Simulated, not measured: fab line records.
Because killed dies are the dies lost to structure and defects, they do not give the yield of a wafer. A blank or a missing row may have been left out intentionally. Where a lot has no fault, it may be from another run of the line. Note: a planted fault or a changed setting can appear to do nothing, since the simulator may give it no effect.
Chamber matching	flow n5_finfet	pecvd-01 running N5_BEOL_M1_PECVD_72: 3 sister chambers
The step deposits SiO2 from TEOS/O2, target thk 16 nm, time 18 s. 6 wafers are shown with their chamber, then 8 later ones without.

== WAFERS PAIRED WITH THEIR CHAMBERS ==
wafer	chamber	throttle_valve_pct (%)	heater_power_w (W)
L077.2	1	22.2	666
L083.5	2	21.8	876
L084.1	0	20.2	628
L084.3	1	22.3	690
L084.6	0	20.3	647
L087.2	2	22.1	863

== WAFERS WITHOUT THEIR CHAMBER ==
wafer	throttle_valve_pct (%)	heater_power_w (W)
L087.5	21.9	875
L087.6	20.4	763
L088.3	22.0	885
L088.4	22.5	573
L088.6	20.6	673
L096.1	20.5	799
L096.2	21.9	839
L096.3	22.3	673

== THE CHAMBER EACH PASSED THROUGH ==
wafer	from the rows above	in truth
L087.5	2	2
L087.6	0	0
L088.3	2	2
L088.4	1	1
L088.6	0	0
L096.1	can't be placed: 2 or 0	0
L096.2	2	2
L096.3	1	1
7 of 8 placed correctly. From these rows, 1 cannot be placed; in 1 the true chamber is one of the candidates. Wrongly placed: 0.
How it was worked out, from the rows above alone: a wafer's distance from a chamber is the root of the sum, over the readings, of the square of ((its reading less the chamber's mean) divided by the reading's scatter). If the next closest chamber is less than 2 further off than the closest, the wafer can't be placed; otherwise it belongs to the closest. Each chamber's mean is taken over the wafers shown for it. The scatter: take each reading less its chamber's mean, square it, sum over the shown wafers, divide by the number of wafers less the number of chambers, and take the root.
